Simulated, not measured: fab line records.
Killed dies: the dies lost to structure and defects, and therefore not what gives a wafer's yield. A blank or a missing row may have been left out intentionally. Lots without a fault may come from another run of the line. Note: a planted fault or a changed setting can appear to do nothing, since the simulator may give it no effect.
A lot that was struck, set against a sound lot -- flow n5_finfet -- 41 steps out of a route of 1938
Sound: wafers L352.1, L352.4, L352.5. Struck: wafer L365.3 (left out: L365.4, L365.5 of the same lot, which were not struck); the cause appears at the end.
At each step with rows: each side's tool, then ch and its chambers, then its first start. Under that, the readings that differ: sound wafers -- struck wafers -- difference of the means -- sigmas: that difference in standard deviations of wafers without a fault.
alike: words and numbers the same on both sides, and readings whose means are apart by under 2 such deviations; not compared: readings that were withheld, readings missing a value for some wafer, numbers with overlapping values and no deviation given by the record, and bounds like >300 which may hide the same value.
The two part at a step that has a row with sigmas, a row that says differs or no value, or rows on one side only. Numbers that don't overlap but have no deviation are shown without sigmas and don't part them. A reading missing from all wafers of one side parts the sides only when that side holds two or more wafers.

N5_BEOL_M3_ANNEAL_95: time 240 s.
  sound: pvd_sputter-02 at day 8 01:32; struck: pvd_sputter-02 at day 12 00:31
  alike: heater_power_w
N5_BEOL_M3_SPUTTER_96: material Cu, target thk 4.5 nm, time 8.29 s.
  sound: pvd_sputter-02 at day 8 01:40; struck: pvd_sputter-02 at day 12 00:39
  alike: throttle_valve_pct
then, 2 steps without rows for these wafers: N5_BEOL_M3_ECD_50 (material Cu, target thk 300 nm); N5_BEOL_M3_ANNEAL_51 (time 90 s).
N5_BEOL_M3_CMP_52: polishes, stops on SiOC, t overpolish 6.8 s, target thk 40 nm.
  sound on cmp-02 ch 0,2, day 8 02:12; struck on cmp-02 ch 0, day 12 01:11
  alike: barrier_field_endpoint_s, clearing_platen_down_force_psi, motor_current_A, overpolish_run_s, retaining_ring_pressure_frac, time_to_endpoint_s
N5_BEOL_M3_THK_MEAS_53: measures by xrf.
  sound: film_metro-01 at day 8 02:28; struck: film_metro-01 at day 12 01:26
  alike: M3_THK
then, 4 steps without rows for these wafers: N5_BEOL_M3_PRE_CLEAN_60 (time 15 s); N5_BEOL_M3_CO_CAP_55 (material Co, precursor CCTBA/H2, target thk 2 nm, time 102.1 s); N5_BEOL_M3_PRE_CLEAN_56 (time 15 s); N5_BEOL_M3_DEP_57 (deposits SiCN from 3MS/NH3, target thk 8 nm, time 14 s).
N5_BEOL_M3_RS_MEAS_58: the measuring method here is four-point-probe.
  sound: film_metro-02 at day 8 02:43; struck: film_metro-01 at day 12 01:43
  alike: M3_RS
N5_BEOL_M4_ILD_DEP_00: deposits SiOC from DEMS/O2, target thk 79 nm, time 15.3 s.
  sound on pecvd-02 ch 1,2, day 8 02:47; struck on pecvd-03 ch 0, day 12 01:47
reading,sound,struck,difference,sigmas
throttle_valve_pct (%),11.1 11.4 11.1,13.1,+1.9,+3
model.SiOC_of_BEOL_M4_ILD_DEP_00.thk_nm (nm),77.8 78.6 78.8,90.8,+12.4,
  alike: heater_power_w, rf_fwd_power_W, showerhead_plenum_p_Torr
N5_BEOL_M4_THK_MEAS_01:
  sound: film_metro-01 at day 8 02:51; struck: film_metro-01 at day 12 01:51
reading,sound,struck,difference,sigmas
M4_ILD_THK (nm),77.8 78.6 78.9,90.8,+12.4,+13
then, 11 steps without rows for these wafers: N5_BEOL_M4_PECVD_72 (deposits SiO2 from TEOS/O2, target thk 16 nm, time 18 s); N5_BEOL_M4_HM_DEP_02 (deposits TiN, target thk 20 nm); N5_BEOL_M4_COAT_61 (time 60 s, resist thk 60 nm); N5_BEOL_M4_COAT_62 (time 60 s, resist thk 12 nm); N5_BEOL_M4_COAT_73 (time 60 s, resist thk 5 nm); N5_BEOL_M4_COAT_05 (resist thk 30 nm); N5_BEOL_M4_EBR_07; N5_BEOL_M4_SOFTBAKE_06 (time 60 s); N5_BEOL_M4_EXPOSE_08 (exposes mask M4); N5_BEOL_M4_PEB_09 (peb time 60 s); N5_BEOL_M4_DEVELOP_10 (develop time 30 s).
N5_BEOL_M4_CD_MEAS_11: the cd target is 16.79 nm.
  sound on cd_sem-03 ch 0, day 8 03:32; struck on cd_sem-02 ch 0, day 12 02:44
  alike: cd_nm
N5_BEOL_M4_OVL_MEAS_12:
  sound on overlay-01 ch 0, day 8 03:34; struck on overlay-01 ch 0, day 12 02:47
reading,sound,struck,difference,sigmas
M4_OVL (nm),0.5 0.5 -0.9,1.4,+1.4,+2
then, 6 steps without rows for these wafers: N5_BEOL_M4_DESCUM_16 (chemistry O2, time 7 s); N5_BEOL_M4_ETCH_74 (etches underlayer in N2/H2, target depth 6.5 nm, time 5.2 s); N5_BEOL_M4_ETCH_63 (etches SiARC in CF4, target depth 15.6 nm, time 26 s); N5_BEOL_M4_ETCH_64 (etches SOC in N2/H2, target depth 75 nm, overetch 22.5 nm, time 121.9 s); N5_BEOL_M4_STRIP_65 (strips in N2/H2); N5_BEOL_M4_STRIP_75 (strips in N2/H2).
N5_BEOL_M4_STRIP_66: strips in CF4.
  sound on rie_diel-04 ch 0,1, day 8 03:55; struck on rie_diel-06 ch 0, day 12 03:34
  alike: drypump_motor_current_A, oes_product_au, rf_fwd_power_W, rf_vpp_V, showerhead_plenum_p_Torr, throttle_valve_pct
  not compared: rf_hours_counter_h
then, 1 step without rows for these wafers: N5_BEOL_M4_HM_OPEN_17 (chemistry Cl2/BCl3, target TiN, target depth 20 nm, overetch 6 nm).
N5_BEOL_M4_STRIP_19: strips in O2.
  sound on rie_diel-04 ch 0,2, day 8 04:04; struck on rie_diel-06 ch 0, day 12 03:43
reading,sound,struck,difference,sigmas
oes_product_au (a.u.),0.68 0.67 0.67,0.82,+0.15,+2
showerhead_plenum_p_Torr (Torr),1.98 2.07 2.07,2.20,+0.16,+2
  alike: drypump_motor_current_A, rf_vpp_V, throttle_valve_pct
  not compared: rf_hours_counter_h
N5_BEOL_M4_CD_MEAS_18: pitch 36 nm, target cd 18 nm.
  sound: cd_sem-02 at day 8 04:08; struck: cd_sem-01 at day 12 03:47
reading,sound,struck,difference,sigmas
cd_nm (nm),18.2 17.5 18.0,18.6,+0.7,+2
then, 4 steps without rows for these wafers: N5_BEOL_M4_COAT_67 (time 60 s, resist thk 60 nm); N5_BEOL_M4_COAT_68 (time 60 s, resist thk 12 nm); N5_BEOL_M4_COAT_76 (time 60 s, resist thk 5 nm); N5_BEOL_M4_COAT_22 (resist thk 30 nm).
N5_BEOL_M4_CMP_52: polishes, stops on SiOC, t overpolish 6.8 s, target thk 40 nm.
  sound on cmp-03 ch 0,1,3, day 8 18:17; struck on cmp-03 ch 0, day 12 18:55
reading,sound,struck,difference,sigmas
model.SiOC_of_BEOL_M4_ILD_DEP_00.thk_nm (nm),74.8 75.6 75.8,87.8,+12.4,
  alike: clearing_platen_down_force_psi, motor_current_A, retaining_ring_pressure_frac

== WHERE THEY PART ==
Earliest at N5_BEOL_M4_ILD_DEP_00; latest, in this record, at N5_BEOL_M4_CD_MEAS_18. Later steps at which nothing parts them and some readings are alike: N5_BEOL_M4_CMP_52.

WHY: the cause the simulator had injected
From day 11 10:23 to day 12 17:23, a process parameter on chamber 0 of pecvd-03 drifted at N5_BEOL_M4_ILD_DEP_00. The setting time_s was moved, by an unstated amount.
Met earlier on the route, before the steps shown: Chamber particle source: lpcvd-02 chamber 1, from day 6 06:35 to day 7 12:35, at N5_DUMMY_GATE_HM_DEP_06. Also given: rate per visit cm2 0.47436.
